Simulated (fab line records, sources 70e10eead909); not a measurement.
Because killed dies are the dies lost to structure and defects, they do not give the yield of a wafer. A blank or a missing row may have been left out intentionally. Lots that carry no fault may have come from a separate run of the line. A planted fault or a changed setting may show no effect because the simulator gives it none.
Chamber matching || flow nand_harc || 3 sister chambers for NHARC_P_CONTACT_DEP_30 on pecvd-03
The step deposits SiNx, target thk 30 nm. 6 wafers are shown with their chamber, then 9 later ones without.

## WAFERS PAIRED WITH THEIR CHAMBERS
{"wafer": "L082.6", "chamber": 1, "heater_power_w (W)": 858}
{"wafer": "L088.4", "chamber": 0, "heater_power_w (W)": 550}
{"wafer": "L088.6", "chamber": 1, "heater_power_w (W)": 851}
{"wafer": "L091.1", "chamber": 0, "heater_power_w (W)": 593}
{"wafer": "L091.3", "chamber": 2, "heater_power_w (W)": 668}
{"wafer": "L091.4", "chamber": 2, "heater_power_w (W)": 667}

## WAFERS WITHOUT THEIR CHAMBER
{"wafer": "L090.1", "heater_power_w (W)": 674}
{"wafer": "L090.2", "heater_power_w (W)": 861}
{"wafer": "L090.3", "heater_power_w (W)": 539}
{"wafer": "L090.4", "heater_power_w (W)": 565}
{"wafer": "L090.5", "heater_power_w (W)": 863}
{"wafer": "L090.6", "heater_power_w (W)": 651}
{"wafer": "L095.1", "heater_power_w (W)": 602}
{"wafer": "L095.4", "heater_power_w (W)": 681}
{"wafer": "L095.5", "heater_power_w (W)": 839}

## WHICH CHAMBER EACH ONE RAN IN
{"wafer": "L090.1", "from the rows above": 2, "in truth": 2}
{"wafer": "L090.2", "from the rows above": 1, "in truth": 1}
{"wafer": "L090.3", "from the rows above": 0, "in truth": 0}
{"wafer": "L090.4", "from the rows above": 0, "in truth": 0}
{"wafer": "L090.5", "from the rows above": 1, "in truth": 1}
{"wafer": "L090.6", "from the rows above": 2, "in truth": 2}
{"wafer": "L095.1", "from the rows above": "can't be placed: 0 or 2", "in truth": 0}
{"wafer": "L095.4", "from the rows above": 2, "in truth": 2}
{"wafer": "L095.5", "from the rows above": 1, "in truth": 1}
8 of 9 placed correctly. Unplaceable from these rows: 1, with the true chamber sitting among the candidates in 1. Placed wrongly: 0.
How it was worked out, from the rows above alone: a wafer's distance from a chamber is the root of the sum, over the readings, of the square of ((its reading less the chamber's mean) divided by the reading's scatter). The wafer belongs to the nearest chamber; if the next one is less than 2 further off, it can't be placed. A chamber's mean is the mean of its shown wafers. The scatter is the square root of a quotient: the sum, over the shown wafers, of each reading's squared deviation from its chamber's mean, divided by wafers minus chambers.
